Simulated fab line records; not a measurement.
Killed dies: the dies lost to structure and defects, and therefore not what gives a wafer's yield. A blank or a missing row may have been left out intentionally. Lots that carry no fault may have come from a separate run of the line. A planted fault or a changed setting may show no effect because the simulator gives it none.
What tool caused it? | flow n5_finfet | 24 lots with 72 wafers sampled at 5 steps, on a route of 1938 steps

== WHAT EACH GAUGE READ, for each wafer ==
N5_BEOL_M8_OVL_MEAS_29. Usual: V7_OVL typically reads 0.2 nm, with standard deviation 0.65.
lot  | measured     | on         | V7_OVL (nm)    | flag
L074 | day 9 09:44  | overlay-01 | -0.9 -1.1 -0.3 |
L075 | day 9 12:19  | overlay-01 | 1.6 0.1 1.2    |
L077 | day 10 00:13 | overlay-01 | 0.4 -0.4 -0.7  |
L076 | day 10 00:16 | overlay-02 | 1.2 1.5 0.9    |
L078 | day 10 07:46 | overlay-02 | -0.1 1.0 1.3   |
L081 | day 11 03:35 | overlay-01 | 0.6 0.5 1.4    |
L080 | day 11 03:43 | overlay-02 | -0.2 0.2 -0.1  |
L079 | day 11 05:44 | overlay-02 | -0.7 -0.5 0.0  |
L082 | day 11 06:51 | overlay-02 | -1.0 -1.1 0.6  |
L083 | day 11 13:13 | overlay-01 | -1.0 0.2 0.2   |
L084 | day 11 23:08 | overlay-02 | 0.3 1.5 0.6    |
L086 | day 12 14:52 | overlay-02 | 0.7 1.2 -0.8   |
L085 | day 12 17:36 | overlay-02 | 0.5 1.0 0.4    |
L089 | day 13 00:42 | overlay-02 | -0.1 0.5 0.2   |
L087 | day 13 02:39 | overlay-01 | -0.3 0.2 -0.2  |
L088 | day 13 02:49 | overlay-02 | -0.1 0.3 0.2   |
L090 | day 13 16:40 | overlay-01 | 0.4 0.6 0.3    |
L093 | day 13 20:28 | overlay-02 | 0.4 -0.8 -0.4  |
L091 | day 13 20:40 | overlay-01 | 0.7 0.5 0.0    |
L092 | day 14 02:25 | overlay-02 | -1.0 -0.6 -0.5 |
L094 | day 14 05:57 | overlay-01 | 0.3 0.5 -0.3   |
L095 | day 15 04:29 | overlay-01 | 0.5 0.0 1.4    |
L097 | day 15 04:56 | overlay-01 | 0.7 -0.6 0.7   |
L096 | day 15 06:55 | overlay-02 | 0.1 0.6 0.9    |

N5_BEOL_M8_THK_MEAS_53: measures by xrf. Usual: M8_THK typically reads 80.5 nm, with standard deviation 1.4.
lot  | measured     | on            | M8_THK (nm)    | flag
L074 | day 9 13:28  | film_metro-01 | 79.6 79.1 77.5 |
L075 | day 9 15:14  | film_metro-02 | 79.6 79.6 80.2 |
L077 | day 10 05:22 | film_metro-02 | 80.4 80.3 79.5 |
L076 | day 10 06:54 | film_metro-02 | 80.2 81.4 79.4 |
L078 | day 10 11:15 | film_metro-02 | 78.5 81.0 81.6 |
L081 | day 11 06:59 | film_metro-01 | 78.8 78.2 79.2 |
L080 | day 11 07:37 | film_metro-01 | 80.6 81.0 83.6 |
L079 | day 11 09:37 | film_metro-01 | 79.8 81.3 77.7 |
L082 | day 11 11:07 | film_metro-02 | 79.7 80.6 81.1 |
L083 | day 11 16:17 | film_metro-01 | 79.9 79.6 81.9 |
L084 | day 12 01:49 | film_metro-01 | 81.6 79.2 80.9 |
L086 | day 12 18:33 | film_metro-01 | 77.9 79.3 79.0 |
L085 | day 12 22:21 | film_metro-02 | 81.4 81.9 79.6 |
L089 | day 13 05:02 | film_metro-01 | 81.8 81.8 80.9 |
L087 | day 13 06:05 | film_metro-02 | 80.6 79.5 78.4 |
L088 | day 13 06:59 | film_metro-02 | 81.7 80.8 80.8 |
L090 | day 13 19:39 | film_metro-01 | 79.6 81.9 82.3 |
L093 | day 13 23:49 | film_metro-01 | 80.1 80.0 78.8 |
L091 | day 14 00:54 | film_metro-02 | 83.5 82.5 81.3 |
L092 | day 14 07:29 | film_metro-02 | 81.1 80.5 80.6 |
L094 | day 14 09:10 | film_metro-02 | 81.4 82.8 83.8 |
L095 | day 15 08:52 | film_metro-02 | 79.7 82.1 79.0 |
L097 | day 15 09:30 | film_metro-01 | 80.6 81.8 79.7 |
L096 | day 15 10:01 | film_metro-01 | 80.1 80.8 80.5 |

== TOOL THAT RAN EACH LOT (tool first, then ch and the chambers of the sampled wafers, then the start) ==
lot  | N5_BEOL_M8_DESCUM_33               | N5_BEOL_M8_STRIP_36                | N5_BEOL_M8_SURFACE_TREAT_79
L074 | rie_diel-04 ch 0,1,2, day 9 09:51  | rie_diel-04 ch 0,1,2, day 9 10:05  | pvd_sputter-02, day 9 12:26
L075 | rie_diel-05 ch 0,1,2, day 9 12:23  | rie_diel-05 ch 0,1,2, day 9 12:38  | pvd_sputter-02, day 9 14:08
L077 | rie_diel-03 ch 0,1, day 10 00:30   | rie_diel-03 ch 0,1, day 10 00:44   | pvd_sputter-03, day 10 02:41
L076 | rie_diel-05 ch 0,2, day 10 00:34   | rie_diel-05 ch 0,2, day 10 00:48   | pvd_sputter-02, day 10 05:40
L078 | rie_diel-04 ch 1,2,3, day 10 07:52 | rie_diel-04 ch 1,2,3, day 10 08:05 | pvd_sputter-01, day 10 09:49
L081 | rie_diel-05 ch 2,3, day 11 03:40   | rie_diel-05 ch 2,3, day 11 03:54   | pvd_sputter-02, day 11 05:07
L080 | rie_diel-04 ch 1,2,3, day 11 03:51 | rie_diel-04 ch 1,2,3, day 11 04:05 | pvd_sputter-01, day 11 05:34
L079 | rie_diel-05 ch 1,2,3, day 11 06:02 | rie_diel-05 ch 1,2,3, day 11 06:16 | pvd_sputter-02, day 11 07:38
L082 | rie_diel-04 ch 0,1,3, day 11 07:14 | rie_diel-04 ch 0,1,3, day 11 07:28 | pvd_sputter-03, day 11 10:05
L083 | rie_diel-04 ch 1,3, day 11 13:18   | rie_diel-04 ch 1,3, day 11 13:32   | pvd_sputter-02, day 11 15:13
L084 | rie_diel-05 ch 1,2, day 11 23:14   | rie_diel-05 ch 1,2, day 11 23:28   | pvd_sputter-01, day 12 00:37
L086 | rie_diel-03 ch 0,3, day 12 15:07   | rie_diel-03 ch 0,3, day 12 15:21   | pvd_sputter-03, day 12 16:56
L085 | rie_diel-04 ch 1,2,3, day 12 17:41 | rie_diel-04 ch 1,2,3, day 12 17:55 | pvd_sputter-03, day 12 20:44
L089 | rie_diel-05 ch 0,1,3, day 13 00:50 | rie_diel-05 ch 0,1,3, day 13 01:04 | pvd_sputter-02, day 13 03:42
L087 | rie_diel-04 ch 0,1,2, day 13 02:44 | rie_diel-04 ch 0,1,2, day 13 02:58 | pvd_sputter-02, day 13 04:56
L088 | rie_diel-05 ch 1,2, day 13 03:04   | rie_diel-05 ch 1,2, day 13 03:18   | pvd_sputter-02, day 13 05:41
L090 | rie_diel-04 ch 0,3, day 13 16:46   | rie_diel-04 ch 0,3, day 13 16:59   | pvd_sputter-02, day 13 18:38
L093 | rie_diel-05 ch 0,1,2, day 13 20:33 | rie_diel-05 ch 0,1,2, day 13 20:47 | pvd_sputter-02, day 13 22:46
L091 | rie_diel-03 ch 1,2, day 13 20:49   | rie_diel-03 ch 1,2, day 13 21:02   | pvd_sputter-02, day 13 22:50
L092 | rie_diel-05 ch 1,2, day 14 02:34   | rie_diel-05 ch 1,2, day 14 02:55   | pvd_sputter-01, day 14 04:44
L094 | rie_diel-03 ch 1,2,3, day 14 06:09 | rie_diel-03 ch 1,2,3, day 14 06:23 | pvd_sputter-01, day 14 07:36
L095 | rie_diel-03 ch 1,3, day 15 04:35   | rie_diel-03 ch 1,3, day 15 04:49   | pvd_sputter-01, day 15 06:22
L097 | rie_diel-03 ch 0,1,3, day 15 05:01 | rie_diel-03 ch 0,1,3, day 15 05:14 | pvd_sputter-02, day 15 07:46
L096 | rie_diel-03 ch 1,2,3, day 15 07:00 | rie_diel-03 ch 1,2,3, day 15 07:14 | pvd_sputter-02, day 15 08:34
- N5_BEOL_M8_DESCUM_33: chemistry O2, time 7 s.
- N5_BEOL_M8_STRIP_36: strips in N2/H2.
- N5_BEOL_M8_SURFACE_TREAT_79

== AS READ BY THE TOOLS THEMSELVES (means over the sampled wafers that have a number; for cases with no such wafer, the mark the record gives instead) ==
N5_BEOL_M8_DESCUM_33. Usual: drypump_motor_current_A 6.0 A, standard deviation 0.39; oes_product_au 0.83 a.u., standard deviation 0.082; rf_fwd_power_W 49.40 W, standard deviation 0.26; rf_vpp_V 243.1 V, standard deviation 1.4; showerhead_plenum_p_Torr 2.08 Torr, standard deviation 0.063; throttle_valve_pct 20.42 %, standard deviation 0.25.
lot  | tool        | drypump_motor_current_A (A) | oes_product_au (a.u.) | rf_fwd_power_W (W) | rf_vpp_V (V) | showerhead_plenum_p_Torr (Torr) | throttle_valve_pct (%) | flag
L074 | rie_diel-04 | 5.6                         | 0.87                  | 49.47              | 242.4        | 2.09                            | 20.18                  |
L075 | rie_diel-05 | 6.2                         | 0.86                  | 49.27              | 242.0        | 2.04                            | 20.27                  |
L077 | rie_diel-03 | 6.3                         | 0.88                  | 49.49              | 242.1        | 2.07                            | 20.62                  |
L076 | rie_diel-05 | 6.1                         | 0.81                  | 49.01              | 242.5        | 2.02                            | 20.16                  |
L078 | rie_diel-04 | 5.9                         | 0.85                  | 49.57              | 243.3        | 2.12                            | 20.31                  |
L081 | rie_diel-05 | 6.2                         | 0.72                  | 49.20              | 243.9        | 2.11                            | 20.62                  |
L080 | rie_diel-04 | 5.9                         | 0.83                  | 49.49              | 243.3        | 2.11                            | 20.34                  |
L079 | rie_diel-05 | 6.2                         | 0.79                  | 49.35              | 242.9        | 2.08                            | 20.50                  |
L082 | rie_diel-04 | 5.9                         | 0.84                  | 49.54              | 244.3        | 2.15                            | 20.39                  |
L083 | rie_diel-04 | 6.2                         | 0.83                  | 49.38              | 244.4        | 2.18                            | 20.52                  |
L084 | rie_diel-05 | 6.3                         | 0.84                  | 49.44              | 242.3        | 2.05                            | 20.40                  |
L086 | rie_diel-03 | 6.1                         | 0.78                  | 49.36              | 243.8        | 2.09                            | 20.48                  |
L085 | rie_diel-04 | 5.9                         | 0.81                  | 49.50              | 243.5        | 2.11                            | 20.36                  |
L089 | rie_diel-05 | 6.1                         | 0.78                  | 48.99              | 242.9        | 2.07                            | 20.52                  |
L087 | rie_diel-04 | 5.6                         | 0.82                  | 49.59              | 243.4        | 2.08                            | 20.23                  |
L088 | rie_diel-05 | 6.3                         | 0.80                  | 49.48              | 242.5        | 2.03                            | 20.33                  |
L090 | rie_diel-04 | 6.0                         | 0.88                  | 49.52              | 244.6        | 2.20                            | 20.45                  |
L093 | rie_diel-05 | 6.2                         | 0.80                  | 49.13              | 242.7        | 2.02                            | 20.32                  |
L091 | rie_diel-03 | 6.2                         | 0.86                  | 49.36              | 241.9        | 2.07                            | 20.65                  |
L092 | rie_diel-05 | 6.3                         | 0.78                  | 49.58              | 241.3        | 2.02                            | 20.34                  |
L094 | rie_diel-03 | 6.1                         | 0.84                  | 49.49              | 243.9        | 2.08                            | 20.57                  |
L095 | rie_diel-03 | 6.4                         | 0.78                  | 49.32              | 243.7        | 2.07                            | 20.49                  |
L097 | rie_diel-03 | 6.2                         | 0.78                  | 49.42              | 243.2        | 2.07                            | 20.61                  |
L096 | rie_diel-03 | 6.1                         | 0.82                  | 49.40              | 243.1        | 2.08                            | 20.59                  |

N5_BEOL_M8_STRIP_36. Usual: drypump_motor_current_A 6.0 A, standard deviation 0.39; n2_flow_sccm 200.0 sccm, standard deviation 0.61; oes_product_au 0.83 a.u., standard deviation 0.082; rf_vpp_V 59.2 V, standard deviation 1.5; showerhead_plenum_p_Torr 2.53 Torr, standard deviation 0.074; throttle_valve_pct 23.68 %, standard deviation 0.28.
lot  | tool        | drypump_motor_current_A (A) | n2_flow_sccm (sccm) | oes_product_au (a.u.) | rf_vpp_V (V) | showerhead_plenum_p_Torr (Torr) | throttle_valve_pct (%) | flag
L074 | rie_diel-04 | 5.6                         | 200.0               | 0.87                  | 59.0         | 2.54                            | 23.43                  |
L075 | rie_diel-05 | 6.2                         | 200.2               | 0.86                  | 58.2         | 2.47                            | 23.57                  |
L077 | rie_diel-03 | 6.2                         | 200.8               | 0.88                  | 57.1         | 2.52                            | 23.89                  |
L076 | rie_diel-05 | 6.2                         | 200.1               | 0.82                  | 59.9         | 2.46                            | 23.60                  |
L078 | rie_diel-04 | 6.0                         | 200.1               | 0.85                  | 60.2         | 2.57                            | 23.52                  |
L081 | rie_diel-05 | 6.3                         | 200.1               | 0.72                  | 60.0         | 2.56                            | 23.95                  |
L080 | rie_diel-04 | 5.9                         | 199.4               | 0.83                  | 60.7         | 2.56                            | 23.52                  |
L079 | rie_diel-05 | 6.2                         | 200.4               | 0.79                  | 57.2         | 2.52                            | 23.75                  |
L082 | rie_diel-04 | 5.9                         | 200.3               | 0.84                  | 60.0         | 2.61                            | 23.62                  |
L083 | rie_diel-04 | 6.2                         | 200.3               | 0.83                  | 59.9         | 2.64                            | 23.71                  |
L084 | rie_diel-05 | 6.2                         | 199.9               | 0.85                  | 59.6         | 2.47                            | 23.57                  |
L086 | rie_diel-03 | 6.1                         | 200.6               | 0.78                  | 58.0         | 2.55                            | 23.74                  |
L085 | rie_diel-04 | 5.9                         | 199.7               | 0.82                  | 60.1         | 2.56                            | 23.54                  |
L089 | rie_diel-05 | 6.2                         | 199.8               | 0.78                  | 61.0         | 2.51                            | 23.84                  |
L087 | rie_diel-04 | 5.6                         | 200.4               | 0.82                  | 59.2         | 2.53                            | 23.46                  |
L088 | rie_diel-05 | 6.3                         | 199.8               | 0.79                  | 58.0         | 2.46                            | 23.53                  |
L090 | rie_diel-04 | 6.1                         | 200.5               | 0.88                  | 59.2         | 2.66                            | 23.62                  |
L093 | rie_diel-05 | 6.2                         | 199.7               | 0.81                  | 57.2         | 2.46                            | 23.62                  |
L091 | rie_diel-03 | 6.2                         | 200.1               | 0.87                  | 57.9         | 2.52                            | 23.91                  |
L092 | rie_diel-05 | 6.3                         | 199.8               | 0.78                  | 59.8         | 2.45                            | 23.54                  |
L094 | rie_diel-03 | 6.1                         | 200.1               | 0.84                  | 58.9         | 2.53                            | 23.82                  |
L095 | rie_diel-03 | 6.4                         | 199.4               | 0.77                  | 58.9         | 2.51                            | 23.70                  |
L097 | rie_diel-03 | 6.2                         | 200.7               | 0.79                  | 58.5         | 2.51                            | 23.86                  |
L096 | rie_diel-03 | 6.1                         | 199.9               | 0.83                  | 59.8         | 2.53                            | 23.83                  |

== THE ANSWER, worked out from the rows above alone ==
Rule: take the mean of a lot's wafers that have a number; if it is more than 3 standard deviations from the usual mean, the lot is off. A lot without any number at a reading at which 4 lots or more have one is off too. Any other lot the step has rows for is counted as sound. First the gauges in route order, then the tools' own readings, where a lot's mean is used as printed above. The first step at which some lot is off is used, and at that step the reading that is off furthest; a lot without a number counts as furthest.
No lot is off on any of the readings shown, so nothing can be concluded from this.

== WHAT THE SIMULATOR HAD INSERTED ==
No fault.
